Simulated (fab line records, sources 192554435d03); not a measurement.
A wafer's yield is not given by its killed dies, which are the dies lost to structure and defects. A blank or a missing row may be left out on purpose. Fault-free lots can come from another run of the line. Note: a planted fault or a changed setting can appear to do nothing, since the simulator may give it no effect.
Which tool did it? + flow n5-finfet + 72 wafers from 24 lots sampled at 4 of the route's 1938 steps

WHAT THE GAUGES READ, wafer by wafer
N5_BEOL_M7_OVL_MEAS_29.
| lot  | measured     | on         | V6_OVL (nm)   |
|------|--------------|------------|---------------|
| L074 | day 9 00:50  | overlay-01 | 1.4 0.8 1.0   |
| L075 | day 9 08:20  | overlay-02 | 1.7 1.2 0.7   |
| L076 | day 10 03:43 | overlay-01 | 1.4 1.0 1.4   |
| L078 | day 10 03:45 | overlay-02 | 0.7 1.0 0.4   |
| L077 | day 10 03:48 | overlay-01 | 1.1 0.9 1.0   |
| L079 | day 10 10:49 | overlay-01 | 0.8 0.7 1.6   |
| L081 | day 10 18:20 | overlay-01 | 1.5 1.1 0.5   |
| L080 | day 10 18:23 | overlay-02 | 1.7 1.3 1.9   |
| L082 | day 10 18:33 | overlay-01 | 0.6 0.2 0.6   |
| L083 | day 11 06:31 | overlay-01 | -0.3 0.9 0.6  |
| L086 | day 12 05:25 | overlay-01 | 0.3 1.0 1.5   |
| L084 | day 12 06:35 | overlay-01 | 0.5 1.1 0.4   |
| L085 | day 12 09:58 | overlay-01 | 1.3 1.9 1.5   |
| L088 | day 12 15:21 | overlay-02 | 1.0 1.4 0.9   |
| L087 | day 12 15:31 | overlay-01 | -0.3 -0.2 0.5 |
| L089 | day 13 08:03 | overlay-01 | 0.7 1.0 0.9   |
| L090 | day 13 08:05 | overlay-02 | 1.5 2.4 0.9   |
| L092 | day 13 15:13 | overlay-01 | -0.9 0.7 1.2  |
| L091 | day 13 17:43 | overlay-02 | 0.9 0.4 2.3   |
| L094 | day 14 01:22 | overlay-02 | 1.3 1.1 1.6   |
| L093 | day 14 02:56 | overlay-02 | 1.4 2.1 0.7   |
| L096 | day 14 16:01 | overlay-01 | 1.5 1.7 1.2   |
| L095 | day 14 16:47 | overlay-01 | 1.1 0.8 1.6   |
| L097 | day 15 01:27 | overlay-01 | 1.2 1.9 0.3   |

N5_BEOL_M7_OCD_MEAS_38.
| lot  | measured     | on     | trench-depth-nm (nm) |
|------|--------------|--------|----------------------|
| L074 | day 9 01:22  | ocd-01 | 93.7 93.8 92.2       |
| L075 | day 9 08:59  | ocd-01 | 94.5 92.9 93.0       |
| L076 | day 10 04:25 | ocd-02 | 94.6 91.7 94.8       |
| L078 | day 10 04:26 | ocd-01 | 93.3 94.0 95.4       |
| L077 | day 10 04:49 | ocd-02 | 91.6 93.6 92.1       |
| L079 | day 10 11:20 | ocd-01 | 92.0 94.7 93.6       |
| L081 | day 10 19:15 | ocd-02 | 90.4 91.8 92.4       |
| L080 | day 10 19:19 | ocd-02 | 93.3 92.4 92.8       |
| L082 | day 10 19:31 | ocd-02 | 93.0 91.0 91.7       |
| L083 | day 11 07:02 | ocd-02 | 91.7 90.0 90.2       |
| L086 | day 12 05:56 | ocd-02 | 95.9 92.8 92.4       |
| L084 | day 12 07:07 | ocd-02 | 92.5 91.3 92.3       |
| L085 | day 12 10:28 | ocd-02 | 93.5 95.1 90.6       |
| L088 | day 12 15:52 | ocd-02 | 93.2 94.3 94.9       |
| L087 | day 12 16:13 | ocd-01 | 93.5 95.3 94.4       |
| L089 | day 13 08:34 | ocd-01 | 94.7 93.2 91.5       |
| L090 | day 13 08:57 | ocd-01 | 95.4 92.2 94.1       |
| L092 | day 13 15:44 | ocd-02 | 93.7 90.8 93.9       |
| L091 | day 13 18:14 | ocd-01 | 92.1 92.9 94.0       |
| L094 | day 14 01:53 | ocd-01 | 93.5 93.6 93.5       |
| L093 | day 14 03:26 | ocd-01 | 93.7 93.2 93.5       |
| L096 | day 14 16:31 | ocd-01 | 91.1 92.5 92.7       |
| L095 | day 14 18:40 | ocd-02 | 93.4 90.5 93.3       |
| L097 | day 15 01:58 | ocd-01 | 93.0 94.5 96.4       |

WHICH TOOL RAN EACH LOT (tool, then ch and the chambers of the sampled wafers, then the start)
| lot  | N5_BEOL_M7_VIA_ETCH_34             | N5_BEOL_M7_TRENCH_ETCH_37                     |
|------|------------------------------------|-----------------------------------------------|
| L074 | rie-diel-03 ch 0,1,2, day 9 01:07  | rie-diel-03 ch 0,1,2, day 9 01:22 or earlier  |
| L075 | rie-diel-03 ch 1,2, day 9 08:44    | rie-diel-03 ch 1,2, day 9 08:59 or earlier    |
| L076 | rie-diel-03 ch 0,1,3, day 10 04:10 | rie-diel-03 ch 0,1,3, day 10 04:25 or earlier |
| L078 | rie-diel-04 ch 1,2,3, day 10 04:11 | rie-diel-04 ch 1,2,3, day 10 04:26 or earlier |
| L077 | rie-diel-03 ch 0,2, day 10 04:34   | rie-diel-03 ch 0,2, day 10 04:49 or earlier   |
| L079 | rie-diel-03 ch 1,2,3, day 10 11:05 | rie-diel-03 ch 1,2,3, day 10 11:20 or earlier |
| L081 | rie-diel-02 ch 0,2, day 10 19:00   | rie-diel-02 ch 0,2, day 10 19:15 or earlier   |
| L080 | rie-diel-04 ch 1,2, day 10 19:04   | rie-diel-04 ch 1,2, day 10 19:19 or earlier   |
| L082 | rie-diel-03 ch 2,3, day 10 19:16   | rie-diel-03 ch 2,3, day 10 19:31 or earlier   |
| L083 | rie-diel-02 ch 0,1, day 11 06:47   | rie-diel-02 ch 0,1, day 11 07:02 or earlier   |
| L086 | rie-diel-03 ch 0,1,2, day 12 05:41 | rie-diel-03 ch 0,1,2, day 12 05:56 or earlier |
| L084 | rie-diel-03 ch 2,3, day 12 06:52   | rie-diel-03 ch 2,3, day 12 07:07 or earlier   |
| L085 | rie-diel-03 ch 0,1,3, day 12 10:13 | rie-diel-03 ch 0,1,3, day 12 10:28 or earlier |
| L088 | rie-diel-04 ch 0,2, day 12 15:37   | rie-diel-04 ch 0,2, day 12 15:52 or earlier   |
| L087 | rie-diel-02 ch 0,3, day 12 15:57   | rie-diel-02 ch 0,3, day 12 16:13 or earlier   |
| L089 | rie-diel-04 ch 0,1,3, day 13 08:19 | rie-diel-04 ch 0,1,3, day 13 08:34 or earlier |
| L090 | rie-diel-02 ch 0,1,3, day 13 08:42 | rie-diel-02 ch 0,1,3, day 13 08:57 or earlier |
| L092 | rie-diel-02 ch 0,2,3, day 13 15:29 | rie-diel-02 ch 0,2,3, day 13 15:44 or earlier |
| L091 | rie-diel-03 ch 2,3, day 13 17:59   | rie-diel-03 ch 2,3, day 13 18:14 or earlier   |
| L094 | rie-diel-04 ch 1,2, day 14 01:38   | rie-diel-04 ch 1,2, day 14 01:53 or earlier   |
| L093 | rie-diel-04 ch 1,2,3, day 14 03:11 | rie-diel-04 ch 1,2,3, day 14 03:26 or earlier |
| L096 | rie-diel-03 ch 2,3, day 14 16:16   | rie-diel-03 ch 2,3, day 14 16:31 or earlier   |
| L095 | rie-diel-03 ch 0,1,3, day 14 18:25 | rie-diel-03 ch 0,1,3, day 14 18:40 or earlier |
| L097 | rie-diel-04 ch 0,1,3, day 15 01:44 | rie-diel-04 ch 0,1,3, day 15 01:58 or earlier |
- N5_BEOL_M7_VIA_ETCH_34: etches SiCOH lowk in C4F6/O2, target depth 125.5 nm, time 50.5 s.
- N5_BEOL_M7_TRENCH_ETCH_37: etches SiCOH lowk in C4F6/O2, target depth 93.478 nm, time 31.2 s.

WHAT THE TOOLS THEMSELVES READ (means of the sampled wafers that have a number; where no wafer has one, the mark that the record gives instead)
N5_BEOL_M7_VIA_ETCH_34.
| lot  | tool        | drypump-motor-current-A (A) | mfc-ar-sccm (sccm) | oes-product-au (a.u.) | rf-vpp-V (V) | showerhead-plenum-p-Torr (Torr) | throttle-valve-pct (%) |
|------|-------------|-----------------------------|--------------------|-----------------------|--------------|---------------------------------|------------------------|
| L074 | rie-diel-03 | 5.9                         | 299.9              | 0.71                  | 664          | 2.78                            | 20.88                  |
| L075 | rie-diel-03 | 5.7                         | 300.4              | 0.72                  | 662          | 2.82                            | 20.74                  |
| L076 | rie-diel-03 | 5.9                         | 299.9              | 0.71                  | 663          | 2.75                            | 21.04                  |
| L078 | rie-diel-04 | 5.8                         | 299.5              | 0.72                  | 665          | 2.92                            | 20.93                  |
| L077 | rie-diel-03 | 5.5                         | 299.1              | 0.70                  | 663          | 2.78                            | 20.83                  |
| L079 | rie-diel-03 | 5.7                         | 300.8              | 0.72                  | 662          | 2.78                            | 20.91                  |
| L081 | rie-diel-02 | 5.4                         | 299.6              | 0.76                  | 673          | 2.93                            | 20.79                  |
| L080 | rie-diel-04 | 5.8                         | 300.4              | 0.72                  | 659          | 2.90                            | 20.93                  |
| L082 | rie-diel-03 | 5.3                         | 300.2              | 0.71                  | 663          | 2.75                            | 20.97                  |
| L083 | rie-diel-02 | 5.8                         | 299.8              | 0.75                  | 668          | 2.81                            | 20.83                  |
| L086 | rie-diel-03 | 5.9                         | 299.6              | 0.78                  | 668          | 2.88                            | 20.80                  |
| L084 | rie-diel-03 | 5.3                         | 300.2              | 0.70                  | 661          | 2.78                            | 20.83                  |
| L085 | rie-diel-03 | 5.9                         | 299.9              | 0.79                  | 668          | 2.85                            | 20.95                  |
| L088 | rie-diel-04 | 6.0                         | 299.9              | 0.70                  | 669          | 2.75                            | 21.20                  |
| L087 | rie-diel-02 | 6.1                         | 300.5              | 0.87                  | 675          | 2.93                            | 20.82                  |
| L089 | rie-diel-04 | 6.1                         | 299.6              | 0.70                  | 669          | 2.86                            | 21.10                  |
| L090 | rie-diel-02 | 6.0                         | 299.6              | 0.80                  | 671          | 2.87                            | 20.84                  |
| L092 | rie-diel-02 | 5.9                         | 299.6              | 0.79                  | 672          | 2.90                            | 20.80                  |
| L091 | rie-diel-03 | 5.3                         | 299.9              | 0.68                  | 660          | 2.77                            | 20.86                  |
| L094 | rie-diel-04 | 5.8                         | 300.5              | 0.70                  | 659          | 2.90                            | 20.96                  |
| L093 | rie-diel-04 | 5.8                         | 299.8              | 0.70                  | 664          | 2.90                            | 20.97                  |
| L096 | rie-diel-03 | 5.3                         | 300.0              | 0.69                  | 662          | 2.74                            | 21.00                  |
| L095 | rie-diel-03 | 5.9                         | 299.6              | 0.76                  | 668          | 2.84                            | 20.97                  |
| L097 | rie-diel-04 | 6.1                         | 300.2              | 0.79                  | 674          | 2.97                            | 21.00                  |

N5_BEOL_M7_TRENCH_ETCH_37.
| lot  | tool        | drypump-motor-current-A (A) | mfc-ar-sccm (sccm) | oes-product-au (a.u.) | rf-vpp-V (V) | showerhead-plenum-p-Torr (Torr) | throttle-valve-pct (%) |
|------|-------------|-----------------------------|--------------------|-----------------------|--------------|---------------------------------|------------------------|
| L074 | rie-diel-03 | 5.9                         | 299.3              | 0.71                  | 663          | 2.78                            | 20.90                  |
| L075 | rie-diel-03 | 5.7                         | 299.8              | 0.71                  | 661          | 2.82                            | 20.77                  |
| L076 | rie-diel-03 | 5.9                         | 299.9              | 0.71                  | 664          | 2.75                            | 21.07                  |
| L078 | rie-diel-04 | 5.8                         | 300.5              | 0.72                  | 665          | 2.92                            | 20.95                  |
| L077 | rie-diel-03 | 5.5                         | 300.1              | 0.70                  | 662          | 2.78                            | 20.84                  |
| L079 | rie-diel-03 | 5.7                         | 300.6              | 0.71                  | 661          | 2.78                            | 20.94                  |
| L081 | rie-diel-02 | 5.4                         | 299.8              | 0.76                  | 674          | 2.93                            | 20.81                  |
| L080 | rie-diel-04 | 5.8                         | 299.7              | 0.72                  | 659          | 2.90                            | 20.96                  |
| L082 | rie-diel-03 | 5.3                         | 299.2              | 0.71                  | 662          | 2.75                            | 21.01                  |
| L083 | rie-diel-02 | 5.8                         | 300.6              | 0.74                  | 668          | 2.81                            | 20.86                  |
| L086 | rie-diel-03 | 5.9                         | 300.3              | 0.78                  | 667          | 2.88                            | 20.82                  |
| L084 | rie-diel-03 | 5.3                         | 300.6              | 0.70                  | 661          | 2.78                            | 20.87                  |
| L085 | rie-diel-03 | 5.9                         | 299.6              | 0.78                  | 668          | 2.85                            | 20.97                  |
| L088 | rie-diel-04 | 6.0                         | 300.5              | 0.71                  | 668          | 2.75                            | 21.22                  |
| L087 | rie-diel-02 | 6.1                         | 299.7              | 0.87                  | 676          | 2.93                            | 20.84                  |
| L089 | rie-diel-04 | 6.1                         | 300.4              | 0.69                  | 670          | 2.87                            | 21.12                  |
| L090 | rie-diel-02 | 6.0                         | 300.2              | 0.80                  | 672          | 2.87                            | 20.87                  |
| L092 | rie-diel-02 | 5.9                         | 301.2              | 0.79                  | 672          | 2.90                            | 20.83                  |
| L091 | rie-diel-03 | 5.3                         | 299.6              | 0.70                  | 661          | 2.77                            | 20.90                  |
| L094 | rie-diel-04 | 5.8                         | 300.8              | 0.70                  | 659          | 2.89                            | 20.99                  |
| L093 | rie-diel-04 | 5.8                         | 299.5              | 0.70                  | 664          | 2.90                            | 21.00                  |
| L096 | rie-diel-03 | 5.3                         | 300.2              | 0.70                  | 661          | 2.74                            | 21.05                  |
| L095 | rie-diel-03 | 5.9                         | 300.8              | 0.76                  | 668          | 2.84                            | 21.00                  |
| L097 | rie-diel-04 | 6.1                         | 299.8              | 0.79                  | 673          | 2.97                            | 21.03                  |

THE ANSWER, worked out from the rows above alone
Rule: the lots themselves supply what counts as usual. Put in order of their means at a reading, lots are off if they are a third of the lots or fewer, leave a main group of 4 or more, and stand apart from it by a gap of 3 or more times the standard deviation of the main group's means; of several such gaps the widest counts. A main group whose means are all the same, to the digits that the tables above print for the reading, isn't used. Also off: a lot with no number at a reading for which 4 or more lots have one. The other lots that the step has rows for count as sound. After the gauges, taken in route order, come the tools' own readings; for these a lot's mean is taken, as printed above. At the first step where some lot is off, the reading lying furthest off is the one used; lots without a number count as furthest.
None of the lots is off at any reading shown; this tells nothing.

WHAT THE SIMULATOR PUT IN
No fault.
